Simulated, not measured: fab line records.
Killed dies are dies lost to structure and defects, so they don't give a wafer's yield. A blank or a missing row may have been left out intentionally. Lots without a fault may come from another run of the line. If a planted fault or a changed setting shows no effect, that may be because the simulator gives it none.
fab line records    flow n5-finfet
record lots=6  wafers=18  last-day=18
route steps=1938 shown BEOL_M7@1290 PASSIVATION@1936
lots untouched by any fault: they come from a run of this same line in which no faults occurred
start-h: the number of hours between the record's first day and the start of the first shown wafer of the lot    wait-h: time in hours since the lot's previous step    " as in the row above    L1.1+2: several wafers, shown together as one row    - either no value or no given start    * or withheld: withheld    < > ~ a bound
route shown NAME@n: names a module that has steps shown in the file, with the first one's number in the route    usual: average and standard deviation across the fault-free wafers    same: alike in all rows    chamber/n: place in a boat    sites: readings site by site    _std_site: how widely they spread, as a standard deviation    _edge_site: the outer-site mean with the inner-site mean subtracted    radius-mm: for every site, how far away it sits from the centre of the wafer    mask NAME#n: copy n    behind: tool/chamber where the wafer was last shaped    hold: what put the lot on hold/how long, in hours/how the hold closed    device: the transistor (n, p or np) that didn't switch    end of line: tests run on the same wafers once the route is complete    where a step has no rows: the recipe by itself    killed: not the wafer's yield, but the dies lost to structure and defects at the first sort    map: per-die view of a wafer (x killed, . not killed, _ where there is no die)
set.NAME: the setting the step ran with; set.NAME@STEP: the setting that earlier step ran with    model.NAME: the simulator's own value behind a step, which no gauge read
lots at some steps of the route; a table a step, a row a wafer
services: when a tool's chamber went out of use (start-h, in hours from the record's first day, below 0 if earlier), for how many hours, and the reason
## steps
# step N5_BEOL_M7_COAT_22
# recipe resist=CAR-EUV  spin-rpm=1500  resist-thk-nm=30
# step N5_BEOL_M7_EBR_24
# recipe solvent=PGMEA  ebr-width-mm=1.5
# step N5_BEOL_M7_SOFTBAKE_23
# recipe temp-c=110  time-s=60  resist=CAR-EUV
# step N5_BEOL_M7_EXPOSE_25
# recipe mask-id=V6  na=0.33  source-shape=annular  sigma-inner=0.4  sigma-outer=0.8  polarization=unpolarized  target-cd-nm=40  dose-mj=42.5
# step N5_BEOL_M7_PEB_26
# recipe peb-temp-c=100  peb-time-s=60  resist=CAR-EUV
# step N5_BEOL_M7_DEVELOP_27
# recipe develop-time-s=30  developer=TMAH  resist=CAR-EUV  rinse-liquid=surfactant-rinse  dry=air-spin  dev-temp-c=23
# step N5_BEOL_M7_CD_MEAS_28
# recipe target-cd-nm=40  landing-energy-ev=500  detector=se-inlens
# usual cd-nm=39.97/0.26
lot.wafer  tool       chamber  start-h  wait-h  cd-nm
L788.2     cd-sem-02  0        229.68   -       40.33
L788.3     "          0        "        "       39.80
L788.5     "          0        "        "       40.25
L792.2     cd-sem-01  0        255.68   -       40.18
L792.3     "          0        "        "       39.91
L792.4     "          0        "        "       40.03
L789.1     cd-sem-02  0        259.46   -       39.88
L789.5     "          0        "        "       39.98
L789.6     "          0        "        "       39.51
L800.1     cd-sem-01  0        292.50   -       40.37
L800.3     "          0        "        "       40.22
L800.5     "          0        "        "       40.47
L804.1     cd-sem-01  0        330.55   -       40.06
L804.3     "          0        "        "       40.19
L804.5     "          0        "        "       39.76
L805.2     cd-sem-02  0        339.68   -       39.97
L805.3     "          0        "        "       40.13
L805.6     "          0        "        "       40.26
# step N5_BEOL_M7_OVL_MEAS_29
# recipe points-per-wafer=522
# usual V6_OVL=-0.6/0.64
# same points-per-wafer=522
lot.wafer  tool        chamber  start-h  wait-h  V6_OVL[nm]
L788.2     overlay-01  0        229.71   0.0     0.6
L788.3     "           0        "        "       0.5
L788.5     "           0        "        "       0.0
L792.2     overlay-01  0        255.71   0.0     -0.4
L792.3     "           0        "        "       -0.7
L792.4     "           0        "        "       -1.4
L789.1     overlay-01  0        259.49   0.0     -0.8
L789.5     "           0        "        "       -0.8
L789.6     "           0        "        "       -0.6
L800.1     overlay-02  0        292.53   0.0     -1.4
L800.3     "           0        "        "       -0.9
L800.5     "           0        "        "       -0.3
L804.1     overlay-01  0        330.58   0.0     -1.5
L804.3     "           0        "        "       -0.3
L804.5     "           0        "        "       -1.3
L805.2     overlay-02  0        339.72   0.0     0.2
L805.3     "           0        "        "       -0.8
L805.6     "           0        "        "       0.1
# step N5_BEOL_M7_INSPECT_30
# recipe mode=adi  inspect-instrument=brightfield
# usual raw-defect-count=363/66
lot.wafer  tool               chamber  start-h  wait-h  raw-defect-count
L788.2     defect-inspect-02  -        229.76   0.0     351
L788.3     "                  -        "        "       303
L788.5     "                  -        "        "       249
L792.2     defect-inspect-02  -        255.76   0.0     343
L792.3     "                  -        "        "       391
L792.4     "                  -        "        "       374
L789.1     defect-inspect-01  -        259.55   0.1     342
L789.5     "                  -        "        "       382
L789.6     "                  -        "        "       314
L800.1     defect-inspect-01  -        292.59   0.1     424
L800.3     "                  -        "        "       457
L800.5     "                  -        "        "       385
L804.1     defect-inspect-02  -        330.64   0.1     419
L804.3     "                  -        "        "       342
L804.5     "                  -        "        "       267
L805.2     defect-inspect-01  -        339.77   0.0     331
L805.3     "                  -        "        "       369
L805.6     "                  -        "        "       336
# step N5_BEOL_M7_DESCUM_33
# recipe chemistry=O2  time-s=7  source-power-w=50  bias-power-w=20  pressure-mtorr=20  rf-frequency-hz=2.712e+07  temp-c=40  resist=CAR-EUV  o2-flow-sccm=225
# usual drypump-motor-current-A=5.8/0.39  oes-product-au=0.76/0.091  rf-vpp-V=243.1/1.2  showerhead-plenum-p-Torr=2.09/0.06  throttle-valve-pct=20.51/0.26
lot.wafer  tool         chamber  start-h  wait-h  drypump-motor-current-A  oes-product-au  rf-hours-counter-h  rf-vpp-V  showerhead-plenum-p-Torr  throttle-valve-pct
L788.2     rie-diel-04  3        229.83   0.1     5.4                      0.73            202                 244.2     2.16                      20.76
L788.3     "            0        "        "       6.1                      0.84            81                  243.3     2.12                      20.05
L788.5     "            0        "        "       6.1                      0.84            -                   244.9     2.12                      20.05
L792.2     rie-diel-04  3        255.80   0.0     5.3                      0.73            209                 243.5     2.16                      20.77
L792.3     "            1        "        "       6.3                      0.72            166                 245.3     2.16                      20.37
L792.4     "            2        "        "       6.4                      0.99            2                   244.7     2.13                      20.30
L789.1     rie-diel-03  3        259.94   0.4     6.3                      0.90            22                  242.1     2.14                      20.02
L789.5     "            3        "        "       6.3                      0.90            -                   246.0     2.14                      20.01
L789.6     "            0        "        "       6.2                      0.99            -                   243.0     2.16                      20.51
L800.1     rie-diel-06  1        292.63   0.0     5.3                      0.73            173                 243.4     2.10                      20.63
L800.3     "            2        "        "       5.5                      0.77            114                 242.0     2.02                      20.39
L800.5     "            2        "        "       5.5                      0.77            -                   242.0     2.02                      20.41
L804.1     rie-diel-06  1        331.01   0.4     5.3                      0.71            186                 243.6     2.09                      20.64
L804.3     "            2        "        "       5.4                      0.75            126                 243.4     2.02                      20.42
L804.5     "            3        "        "       6.0                      0.67            -                   241.3     1.97                      20.74
L805.2     rie-diel-04  1        339.96   0.2     6.3                      0.70            194                 243.9     2.16                      20.40
L805.3     "            0        "        "       6.1                      0.81            116                 243.0     2.11                      20.09
L805.6     "            1        "        "       6.3                      0.71            -                   244.9     2.16                      20.40
# step N5_BEOL_M7_ETCH_72
# recipe chemistry=N2/H2  target=underlayer  target-depth-a=65  mask-material=CAR-EUV  time-s=5.2  ion-energy-ev=200  pressure-mtorr=30  source-w=840  bias-w=150  n2-flow-sccm=200  h2-flow-sccm=200  ends=cleared
# usual bias-w=150.0/0.49  drypump-motor-current-A=5.8/0.39  etch-rf-on-time-s=5.30/0.19  oes-product-au=0.65/0.078  rf-vpp-V=524.0/2.4  showerhead-plenum-p-Torr=2.55/0.076  throttle-valve-pct=17.93/0.28
lot.wafer  tool         chamber  start-h  wait-h  bias-w  drypump-motor-current-A  etch-rf-on-time-s  oes-product-au  rf-hours-counter-h  rf-vpp-V  showerhead-plenum-p-Torr  throttle-valve-pct
L788.2     rie-diel-04  3        229.87   0.0     149.9   5.4                      5.37               0.62            202                 527.5     2.63                      18.23
L788.3     "            0        "        "       150.4   6.1                      5.46               0.70            81                  523.5     2.59                      17.53
L788.5     "            0        "        "       150.2   6.1                      5.45               0.70            -                   523.7     2.59                      17.55
L792.2     rie-diel-04  3        255.83   0.0     149.8   5.3                      5.33               0.60            209                 525.3     2.63                      18.24
L792.3     "            1        "        "       150.1   6.3                      5.40               0.62            166                 527.5     2.63                      17.73
L792.4     "            2        "        "       150.4   6.4                      5.08               0.84            2                   525.7     2.62                      17.82
L789.1     rie-diel-03  3        259.98   0.0     149.9   6.3                      5.47               0.74            22                  525.6     2.59                      17.39
L789.5     "            3        "        "       150.1   6.4                      5.53               0.75            -                   524.8     2.59                      17.37
L789.6     "            0        "        "       149.6   6.2                      5.09               0.86            -                   524.1     2.61                      17.85
L800.1     rie-diel-06  1        292.66   0.0     149.6   5.3                      5.49               0.61            173                 525.8     2.53                      18.03
L800.3     "            2        "        "       150.6   5.5                      5.07               0.69            114                 520.4     2.45                      17.84
L800.5     "            2        "        "       151.3   5.5                      5.05               0.67            -                   521.3     2.45                      17.83
L804.1     rie-diel-06  1        331.05   0.0     151.0   5.3                      5.47               0.60            186                 522.0     2.53                      18.03
L804.3     "            2        "        "       149.6   5.5                      5.09               0.67            126                 521.0     2.45                      17.85
L804.5     "            3        "        "       149.3   6.0                      5.37               0.58            -                   518.9     2.41                      18.24
L805.2     rie-diel-04  1        340.00   0.0     149.6   6.3                      5.43               0.59            194                 525.9     2.62                      17.77
L805.3     "            0        "        "       150.3   6.1                      5.31               0.68            116                 522.6     2.57                      17.58
L805.6     "            1        "        "       149.5   6.3                      5.40               0.60            -                   527.5     2.62                      17.77
# step N5_BEOL_M7_ETCH_65
# recipe chemistry=CF4  target=SiARC  target-depth-a=156  mask-material=CAR-EUV  time-s=26  ion-energy-ev=80  pressure-mtorr=40  source-w=545  bias-w=36  Ar_flow_sccm=100  cf4-flow-sccm=100  ends=cleared
# usual bias-w=36.00/0.11  drypump-motor-current-A=5.8/0.39  etch-rf-on-time-s=26.5/0.9  oes-product-au=0.65/0.078  rf-vpp-V=184.1/1.1  showerhead-plenum-p-Torr=2.14/0.059  throttle-valve-pct=15.69/0.3
lot.wafer  tool         chamber  start-h  wait-h  bias-w  drypump-motor-current-A  etch-rf-on-time-s  oes-product-au  rf-hours-counter-h  rf-vpp-V  showerhead-plenum-p-Torr  throttle-valve-pct
L788.2     rie-diel-04  3        229.88   0.0     36.05   5.3                      26.5               0.62            202                 184.9     2.20                      15.95
L788.3     "            0        "        "       36.01   6.1                      27.0               0.70            81                  184.2     2.17                      15.21
L788.5     "            0        "        "       36.14   6.1                      27.3               0.70            -                   184.0     2.17                      15.21
L792.2     rie-diel-04  3        255.85   0.0     36.11   5.3                      26.3               0.62            209                 184.5     2.20                      15.94
L792.3     "            1        "        "       35.95   6.3                      26.9               0.62            166                 184.9     2.22                      15.64
L792.4     "            2        "        "       36.02   6.4                      25.1               0.85            2                   186.3     2.18                      15.46
L789.1     rie-diel-03  3        259.99   0.0     35.94   6.3                      27.0               0.77            22                  184.3     2.17                      15.13
L789.5     "            3        "        "       36.01   6.3                      27.2               0.76            -                   184.8     2.17                      15.12
L789.6     "            0        "        "       36.11   6.2                      25.6               0.84            -                   184.3     2.18                      15.48
L800.1     rie-diel-06  1        292.68   0.0     36.00   5.3                      28.0               0.60            173                 183.7     2.14                      15.70
L800.3     "            2        "        "       36.12   5.5                      25.7               0.66            114                 183.6     2.07                      15.60
L800.5     "            2        "        "       35.86   5.5                      25.6               0.67            -                   182.9     2.07                      15.59
L804.1     rie-diel-06  1        331.06   0.0     36.02   5.3                      27.5               0.59            186                 184.1     2.14                      15.72
L804.3     "            2        "        "       36.06   5.5                      25.5               0.67            126                 184.0     2.06                      15.61
L804.5     "            3        "        "       36.00   6.0                      26.8               0.57            -                   181.3     2.02                      15.99
L805.2     rie-diel-04  1        340.01   0.0     35.97   6.3                      26.8               0.60            194                 186.1     2.21                      15.70
L805.3     "            0        "        "       35.95   6.1                      27.0               0.68            116                 184.6     2.15                      15.27
L805.6     "            1        "        "       35.99   6.3                      27.2               0.60            -                   185.9     2.21                      15.70
# step N5_BEOL_M7_ETCH_66
# recipe chemistry=N2/H2  target=SOC  target-depth-a=800  overetch-a=160  mask-material=SiARC  temp-c=40  time-s=120  ion-energy-ev=200  pressure-mtorr=30  source-w=840  bias-w=150  n2-flow-sccm=200  h2-flow-sccm=200
# usual bias-w=150.0/0.46  drypump-motor-current-A=5.8/0.39  oes-product-au=0.59/0.065  rf-vpp-V=523.9/2.3  showerhead-plenum-p-Torr=2.55/0.076  throttle-valve-pct=17.89/0.28
lot.wafer  tool         chamber  start-h  wait-h  bias-w  drypump-motor-current-A  oes-product-au  rf-hours-counter-h  rf-vpp-V  showerhead-plenum-p-Torr  throttle-valve-pct
L788.2     rie-diel-04  3        229.91   0.0     143.7   5.3                      0.56            202                 513.7     2.63                      18.19
L788.3     "            0        "        "       144.4   6.1                      0.65            81                  511.7     2.59                      17.48
L788.5     "            0        "        "       144.3   6.1                      0.64            -                   513.0     2.59                      17.50
L792.2     rie-diel-04  3        255.88   0.0     143.7   5.4                      0.56            209                 512.2     2.63                      18.19
L792.3     "            1        "        "       144.2   6.3                      0.56            166                 515.5     2.63                      17.71
L792.4     "            2        "        "       144.7   6.4                      0.75            2                   513.6     2.62                      17.78
L789.1     rie-diel-03  3        260.02   0.0     149.7   6.3                      0.69            22                  527.0     2.59                      17.35
L789.5     "            3        "        "       150.5   6.3                      0.69            -                   526.2     2.59                      17.33
L789.6     "            0        "        "       150.3   6.2                      0.75            -                   527.4     2.61                      17.79
L800.1     rie-diel-06  1        292.71   0.0     149.0   5.3                      0.56            173                 524.9     2.53                      18.01
L800.3     "            2        "        "       149.3   5.5                      0.59            114                 522.3     2.45                      17.77
L800.5     "            2        "        "       149.7   5.5                      0.59            -                   521.7     2.45                      17.78
L804.1     rie-diel-06  1        331.09   0.0     149.8   5.3                      0.55            186                 522.7     2.53                      18.02
L804.3     "            2        "        "       150.3   5.5                      0.58            126                 521.2     2.45                      17.80
L804.5     "            3        "        "       150.4   6.0                      0.52            -                   520.0     2.41                      18.20
L805.2     rie-diel-04  1        340.04   0.0     150.6   6.3                      0.55            194                 524.7     2.62                      17.73
L805.3     "            0        "        "       150.1   6.1                      0.62            116                 524.5     2.57                      17.54
L805.6     "            1        "        "       150.4   6.4                      0.55            -                   525.8     2.62                      17.74
# step N5_BEOL_M7_STRIP_69
# recipe chemistry=N2/H2  temp-c=40  n2-flow-sccm=200  h2-flow-sccm=200  rf-frequency-hz=6e+07
# step N5_PASSIVATION_PROBE_49
# usual defect-limited-yield=91.2/1.5  killed_at_M0_to_M3=33/9.6  killed_at_M4_up=14/5.6  killed-at-contacts=14/5.5  killed-at-front-end=40/13  killed-at-other=4/3  killed-dies=104/17  killed-open=68/13  killed-short=33/7.2  sort_bin_5_function=5.2/0.95  sort_bin_6_memory=3.3/0.62  sort-n-pass=1076/17  sort-yield-pct=91.2/1.5
# same gross-dies=1180  killed-at-back-side=0  sort_bin_4_leakage[%]=0  sort_bin_8_speed[%]=0
lot.wafer  tool       chamber  start-h  wait-h  defect-limited-yield[%]  killed_at_M0_to_M3  killed_at_M4_up  killed-at-contacts  killed-at-front-end  killed-at-other  killed-dies  killed-open  killed-short  sort_bin_5_function[%]  sort_bin_6_memory[%]  sort-n-pass  sort-yield-pct[%]
L792.2     prober-02  -        331.95   0.1     90.8                     25                  20               12                  51                   1                109          69           38            5.4                     3.4                   1071         90.8
L792.3     prober-02  -        332.00   0.1     91.4                     34                  26               12                  29                   1                102          69           31            5.6                     3.0                   1078         91.4
L792.4     prober-02  -        332.05   0.2     91.4                     43                  8                14                  37                   0                102          64           36            5.0                     3.2                   1078         91.4
# killed by level:class
L792.2 FIN_SAQP:geometric-particle:short=15 MOL_CONTACT_COAG:geometric-particle:open=11 STI_FIN_REVEAL:geometric-particle:open=8 BEOL_M1:geometric-particle:open=7 GATE_CUT:geometric-particle:short=5 BEOL_M2:geometric-particle:open=5 BEOL_M5:geometric-particle:open=5 GATE_CUT:geometric-particle:open=4
L792.3 BEOL_M2:geometric-particle:open=16 MOL_CONTACT_COAG:geometric-particle:open=10 FIN_SAQP:geometric-particle:short=7 BEOL_M4:geometric-particle:open=7 BEOL_M4:geometric-particle:short=5 BEOL_M5:geometric-particle:open=5 ILD0:geometric-particle:open=4 BEOL_M1:geometric-particle:open=4
L792.4 BEOL_M0_SAQP:geometric-particle:open=10 MOL_CONTACT_COAG:geometric-particle:open=9 BEOL_M0_SAQP:geometric-particle:short=9 FIN_SAQP:geometric-particle:open=7 STI_FIN_REVEAL:geometric-particle:open=7 BEOL_M2:geometric-particle:open=6 BEOL_M3:geometric-particle:open=6 ILD0:geometric-particle:short=5
## services
tool         chamber  start-h  hours  kind
rie-diel-06  0        211.47   8.5    repair
rie-diel-03  0        224.48   -      clean
rie-diel-03  0        224.48   -      consumable-replace:focus-ring
rie-diel-03  0        224.48   20.7   scheduled-down
rie-diel-03  0        224.48   20.7   vent-cycle
rie-diel-04  2        234.06   -      clean
rie-diel-04  2        234.06   -      consumable-replace:focus-ring
rie-diel-04  2        234.06   14.5   scheduled-down
rie-diel-04  2        234.06   14.5   vent-cycle
rie-diel-03  -        272.06   0.8    repair
rie-diel-03  3        317.24   8.8    repair
rie-diel-04  3        334.18   5.4    repair
## key
first-sign step=N5_BEOL_M7_ETCH_66  reading=bias-w  direction=down  sigmas=13  usual=*  struck=*
effect step=N5_BEOL_M7_ETCH_66  reading=rf-vpp-V  direction=down  sigmas=4.6  usual=523.9  struck=513.3
met-at N5_BEOL_M7_ETCH_66
struck-wafers L788.2,L788.3,L788.5,L792.2,L792.3,L792.4
fault kind=process-parameter-drift  tool=rie-diel-04  chamber=-  onset-h=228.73  steps=N5_BEOL_M7_ETCH_66  channel=bias-w  offset=*  shape=step  end-h=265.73  acts-in=*  stated=*
